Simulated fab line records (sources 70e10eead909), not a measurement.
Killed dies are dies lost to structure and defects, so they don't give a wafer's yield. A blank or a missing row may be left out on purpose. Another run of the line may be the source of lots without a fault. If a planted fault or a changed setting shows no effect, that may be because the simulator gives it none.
Chamber matching + flow nandHarc + 4 sister chambers for NHARC_P_M2_DESCUM_14 on rieDiel-08
The step chemistry O2, time 3 s. 36 wafers are shown with their chamber, then 12 later ones without.

EACH WAFER AND ITS CHAMBER
| wafer  | chamber | showerheadPlenumPTorr (Torr) | drypumpMotorCurrentA (A) | rfVppV (V) |
|--------|---------|------------------------------|--------------------------|------------|
| L074.1 | 0       | 1.91                         | 6.3                      | 58.5       |
| L074.4 | 1       | 1.89                         | 4.9                      | 57.8       |
| L074.6 | 1       | 1.89                         | 4.9                      | 59.1       |
| L074.2 | 3       | 2.04                         | 5.9                      | 59.0       |
| L074.3 | 2       | 1.84                         | 4.9                      | 57.3       |
| L074.5 | 0       | 1.91                         | 6.3                      | 57.7       |
| L076.3 | 0       | 1.91                         | 6.3                      | 57.3       |
| L076.4 | 1       | 1.89                         | 5.0                      | 58.4       |
| L076.5 | 1       | 1.89                         | 4.9                      | 59.3       |
| L076.1 | 3       | 2.04                         | 5.9                      | 59.1       |
| L076.2 | 2       | 1.84                         | 4.9                      | 58.3       |
| L076.6 | 0       | 1.91                         | 6.3                      | 57.1       |
| L077.2 | 1       | 1.89                         | 4.9                      | 57.5       |
| L077.5 | 0       | 1.91                         | 6.3                      | 57.0       |
| L077.6 | 1       | 1.89                         | 5.0                      | 58.1       |
| L081.1 | 2       | 1.84                         | 5.0                      | 57.0       |
| L081.2 | 1       | 1.89                         | 5.0                      | 59.6       |
| L081.4 | 3       | 2.04                         | 5.9                      | 60.1       |
| L081.3 | 0       | 1.91                         | 6.3                      | 56.9       |
| L081.5 | 2       | 1.84                         | 4.9                      | 57.7       |
| L081.6 | 1       | 1.89                         | 4.9                      | 57.0       |
| L082.2 | 1       | 1.89                         | 5.0                      | 58.5       |
| L082.3 | 0       | 1.91                         | 6.3                      | 57.9       |
| L082.4 | 1       | 1.89                         | 5.0                      | 57.9       |
| L085.1 | 0       | 1.91                         | 6.3                      | 57.7       |
| L085.3 | 2       | 1.84                         | 4.9                      | 58.1       |
| L085.6 | 0       | 1.91                         | 6.3                      | 57.3       |
| L086.1 | 0       | 1.91                         | 6.3                      | 56.3       |
| L086.5 | 0       | 1.90                         | 6.3                      | 58.6       |
| L086.6 | 3       | 2.04                         | 5.9                      | 58.0       |
| L087.3 | 3       | 2.04                         | 5.9                      | 58.4       |
| L087.4 | 0       | 1.91                         | 6.3                      | 58.3       |
| L087.6 | 3       | 2.04                         | 5.9                      | 58.7       |
| L089.3 | 1       | 1.89                         | 5.0                      | 57.3       |
| L089.4 | 0       | 1.91                         | 6.3                      | 57.5       |
| L089.6 | 2       | 1.84                         | 4.9                      | 58.4       |

SIGNATURES (means of the wafers above)
| reading               | chamber 0 | chamber 1 | chamber 2 | chamber 3 | scatter within a chamber |
|-----------------------|-----------|-----------|-----------|-----------|--------------------------|
| showerheadPlenumPTorr | 1.9092    | 1.8900    | 1.8400    | 2.0400    | 0.0017                   |
| drypumpMotorCurrentA  | 6.300     | 4.955     | 4.917     | 5.900     | 0.0334                   |
| rfVppV                | 57.546    | 58.227    | 57.800    | 58.883    | 0.721                    |
Rule: for each reading, subtract the chamber's mean from the wafer's reading, divide by that reading's scatter and square the result; add these up over the readings and take the root, which gives the wafer's distance from the chamber. If the next closest chamber is less than 2 further off than the closest, the wafer can't be placed; otherwise it belongs to the closest. The scatter: the root of (the sum of the squares of (reading less its chamber's mean) over the shown wafers, divided by (wafers less chambers)).

WAFERS WITHOUT THEIR CHAMBER
| wafer  | showerheadPlenumPTorr (Torr) | drypumpMotorCurrentA (A) | rfVppV (V) |
|--------|------------------------------|--------------------------|------------|
| L090.2 | 1.90                         | 6.3                      | 60.3       |
| L090.4 | 2.04                         | 5.9                      | 60.2       |
| L090.5 | 1.90                         | 6.3                      | 57.7       |
| L092.4 | 1.89                         | 5.0                      | 58.2       |
| L092.5 | 1.84                         | 4.9                      | 58.2       |
| L092.6 | 1.89                         | 4.9                      | 57.1       |
| L093.1 | 1.89                         | 4.9                      | 58.5       |
| L093.3 | 1.90                         | 6.3                      | 57.3       |
| L093.4 | 1.84                         | 4.9                      | 58.5       |
| L095.4 | 1.89                         | 4.9                      | 56.7       |
| L095.5 | 1.89                         | 4.9                      | 58.3       |
| L095.6 | 1.90                         | 6.3                      | 58.1       |

WHICH CHAMBER EACH WENT THROUGH
| wafer  | from the rows above | in truth |
|--------|---------------------|----------|
| L090.2 | 0                   | 0        |
| L090.4 | 3                   | 3        |
| L090.5 | 0                   | 0        |
| L092.4 | 1                   | 1        |
| L092.5 | 2                   | 2        |
| L092.6 | 1                   | 1        |
| L093.1 | 1                   | 1        |
| L093.3 | 0                   | 0        |
| L093.4 | 2                   | 2        |
| L095.4 | 1                   | 1        |
| L095.5 | 1                   | 1        |
| L095.6 | 0                   | 0        |
Correct placement for 12 of the 12. Left unplaced by these rows: 0. Number placed wrongly: 0.
